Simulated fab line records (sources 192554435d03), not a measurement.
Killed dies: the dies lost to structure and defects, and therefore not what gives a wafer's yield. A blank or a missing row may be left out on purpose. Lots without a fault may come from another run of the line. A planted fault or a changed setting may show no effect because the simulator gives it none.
Split-lot study	flow n5Finfet	39 wafers read across 7 lots, on a route 1938 steps long

## THE SPLIT
At N5_FIN_SAQP_SPACER2_ALD_28 (deposits SiO2, target thk 8.1 nm, pulse time 1 s, purge time 2 s), the setting targetThkA was moved away from the recipe's 81 angstrom on 18 of the 39 wafers read, by -53.3% to +19.3%. For the rest of the wafers, this setting stayed at what the recipe calls for.

## FROM THE SPLIT TO THE READING: what the file shows between them, 9 steps
- N5_FIN_SAQP_SPACER2_ETCHBACK_29: etches SiO2 in CHF3/O2, target depth 12.2 nm, time 6.1 s
- N5_FIN_SAQP_MANDREL2_REMOVE_60: chemistry HBr/Cl2/O2, target a-Si, stops on SiNx, bt time 10 s
- N5_FIN_SAQP_CD_MEAS_31: target cd 8 nm
- N5_FIN_SAQP_HM_OPEN_33: chemistry CH3F/O2, target SiNx, target depth 49.4 nm, time 70.6 s
- N5_FIN_SAQP_ETCH_34: etches SiO2 in C4F6/O2, target depth 45 nm, time 15 s
- N5_FIN_SAQP_STRIP_77: strips in N2/H2, time 90 s
- N5_FIN_SAQP_HM_CD_35: target cd 8 nm
- N5_FIN_SAQP_ETCH_64: etches SiO2 in CF4, target depth 1.5 nm
- N5_FIN_SAQP_FIN_ETCH_36: etches the open film in HBr/Cl2/O2, target depth 120 nm, time 50.4 s

## THE READING
Shown in nm: cdNm at N5_FIN_SAQP_CD_MEAS_37, with target cd 8 nm. A value of 8.08 nm with a standard deviation of 0.25 nm is what fault-free wafers of this fab line usually give.

wafer	tool, chamber at the split	targetThkA as run, angstrom	against the recipe	cdNm, nm	against lot-mates on the recipe
L080.1	aldSin-03, 0,3,0	96.65	+19.3%	9.60	+1.29
L080.2	aldSin-03, 0,3,0	96.65	+19.3%	9.70	+1.39
L080.3	aldSin-03, 1,3	81	recipe	8.44	-
L080.4	aldSin-03, 1,3	81	recipe	8.39	-
L080.5	aldSin-03, 0,3,0	96.65	+19.3%	9.52	+1.21
L080.6	aldSin-03, 1	81	recipe	8.11	-
L081.1	aldSin-04, 3,2,1	44.61	-44.9%	4.03	-4.39
L081.2	aldSin-04, 3,2,1	44.61	-44.9%	4.56	-3.86
L081.3	aldSin-04, 1,0,0	81	recipe	8.39	-
L081.4	aldSin-04, 1,0,0	81	recipe	8.48	-
L081.5	aldSin-04, 1,0,0	81	recipe	8.38	-
L081.6	aldSin-04, 3,2,1	44.61	-44.9%	4.06	-4.36
L084.1	aldSin-03, 3,2,3	81	recipe	8.21	-
L084.2	aldSin-03, 1,1,2	65.1	-19.6%	6.47	-1.68
L084.3	aldSin-03, 3,2,3	81	recipe	8.53	-
L084.4	aldSin-03, 3,2,3	81	recipe	7.70	-
L084.5	aldSin-03, 1,1,2	65.1	-19.6%	6.78	-1.37
L084.6	aldSin-03, 1,1,2	65.1	-19.6%	6.96	-1.19
L085.2	aldSin-04, 2,1,3	81	recipe	8.00	-
L085.4	aldSin-04, 2,1,3	81	recipe	8.47	-
L085.5	aldSin-04, 2,1,3	81	recipe	8.21	-
L091.1	aldSin-04, 0,1,1	81	recipe	8.12	-
L091.2	aldSin-04, 2,3	51.2	-36.8%	4.76	-3.37
L091.3	aldSin-04, 0,1,1	81	recipe	8.30	-
L091.4	aldSin-04, 2,3	51.2	-36.8%	5.50	-2.63
L091.5	aldSin-04, 2	51.2	-36.8%	4.92	-3.21
L091.6	aldSin-04, 0,1,1	81	recipe	7.98	-
L093.1	aldSin-03, 0,1	81	recipe	7.93	-
L093.2	aldSin-03, 0,1	81	recipe	8.73	-
L093.3	aldSin-03, 2,3	66.87	-17.4%	6.77	-1.46
L093.4	aldSin-03, 2,3	66.87	-17.4%	6.73	-1.50
L093.5	aldSin-03, 1	66.87	-17.4%	6.68	-1.55
L093.6	aldSin-03, 0	81	recipe	8.04	-
L097.1	aldSin-03, 3	81	recipe	7.69	-
L097.2	aldSin-03, 1,3	81	recipe	7.82	-
L097.3	aldSin-03, 2,0,0	37.79	-53.3%	3.67	-4.04
L097.4	aldSin-03, 2,0,0	37.79	-53.3%	3.52	-4.19
L097.5	aldSin-03, 1,3	81	recipe	7.61	-
L097.6	aldSin-03, 2,0,0	37.79	-53.3%	3.67	-4.04
If several chambers appear in one row, that row covers several wafers at once and the file leaves open which wafer was in which chamber.

FIT RESULTS
A straight line over all 39 wafers: cdNm changes by +0.0843 nm for each +1% of targetThkA; r = +0.99; the points scatter about the line by 0.28 nm.
The same after taking each lot's own level away (the mean of its wafers on the recipe; 39 wafers): +0.0813 nm for each +1%; r = +0.99; scatter 0.29 nm.
On that fit, the largest move of targetThkA shifts the reading by 4.3 nm.
From 7.707 to 8.417 nm: that is the span of the lots' own levels, equal to 2.8 times the standard deviation above.
Hence the lot-to-lot level has little effect on the slope; both slopes agree.
Check: -4.43 nm against its lot-mates is what the line predicts for one of the wafers moved furthest among these (-53.3%) when that wafer is left out of the fit. It came out at -4.04 nm against them.

## THE OTHER SPLITS THESE WAFERS WENT THROUGH
These wafers also went through other splits before the reading. Each is held against what the fit with the lots' levels taken away leaves over:
other split on the same wafers	wafers away from the commonest value	r with cdNm (lot level and that fit taken away)
N5_ZERO_LAYER_DEVELOP_10 developTimeS	15	+0.10

## THE WHOLE CHAIN: every reading that the file lists as answering this split, in the file's order
step	what it does	reading	change (the file's fit)	r (the file's)
N5_FIN_SAQP_SPACER2_ALD_28	deposits SiO2, target thk 8.1 nm, pulse time 1 s, purge time 2 s	SiO2_of_FIN_SAQP_SPACER2_ALD_28.thkNm (the simulator's own value, which no gauge read)	+0.0799 nm for each +1% of the setting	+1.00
N5_FIN_SAQP_MANDREL2_REMOVE_60	chemistry HBr/Cl2/O2, target a-Si, stops on SiNx, bt time 10 s	FIN_SAQP.cdNm (the simulator's own value, which no gauge read)	+0.081 nm for each +1% of the setting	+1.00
N5_FIN_SAQP_CD_MEAS_31	target cd 8 nm	cdNm	+0.0839 nm for each +1% of the setting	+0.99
N5_FIN_SAQP_HM_CD_35	target cd 8 nm	cdNm	+0.0829 nm for each +1% of the setting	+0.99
N5_FIN_SAQP_ETCH_64	etches SiO2 in CF4, target depth 1.5 nm	FIN_SAQP.cdNm (the simulator's own value, which no gauge read)	+0.0803 nm for each +1% of the setting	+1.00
N5_FIN_SAQP_CD_MEAS_37	target cd 8 nm	cdNm	+0.0822 nm for each +1% of the setting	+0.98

## THE FILE'S OWN FIT
cdNm changes by +0.0822 nm for each +1% of targetThkA, r = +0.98.
